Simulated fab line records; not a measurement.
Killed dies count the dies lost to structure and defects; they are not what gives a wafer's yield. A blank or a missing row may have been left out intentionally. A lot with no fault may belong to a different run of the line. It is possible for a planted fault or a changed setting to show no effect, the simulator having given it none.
Matching of chambers -- flow n5Finfet -- N5_BEOL_M7_STRIP_36 on rieDiel-05: 4 sister chambers
The step strips in N2/H2. 4 wafers are shown with their chamber, then 9 later ones without.

WAFERS WITH THEIR CHAMBER
wafer,chamber,showerheadPlenumPTorr (Torr)
L083.1,0,2.64
L084.2,2,2.47
L084.3,1,2.51
L084.5,3,2.64

WAFERS MISSING THEIR CHAMBER
wafer,showerheadPlenumPTorr (Torr)
L086.1,2.47
L086.4,2.51
L086.5,2.64
L090.1,2.47
L090.5,2.47
L090.6,2.51
L095.1,2.46
L095.3,2.63
L095.6,2.63

THE CHAMBER EACH PASSED THROUGH
wafer,from the rows above,in truth
L086.1,2,2
L086.4,1,1
L086.5,can't be placed: 0 or 3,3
L090.1,2,2
L090.5,2,2
L090.6,1,1
L095.1,2,2
L095.3,can't be placed: 0 or 3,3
L095.6,can't be placed: 0 or 3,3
Correctly placed: 6 of 9. From these rows, 3 cannot be placed; in 3 the true chamber is one of the candidates. Wrongly placed: 0.
How it was worked out, from the rows above alone: a wafer's distance from a chamber is the root of the sum, over the readings, of the square of ((its reading less the chamber's mean) divided by the reading's scatter). The wafer belongs to the nearest chamber; if the next one is less than 2 further off, it can't be placed. Each chamber's mean is taken over the wafers shown for it. The scatter: with one shown wafer a chamber, the root of the mean of the squares of how far each hidden wafer lies from its nearest shown one.
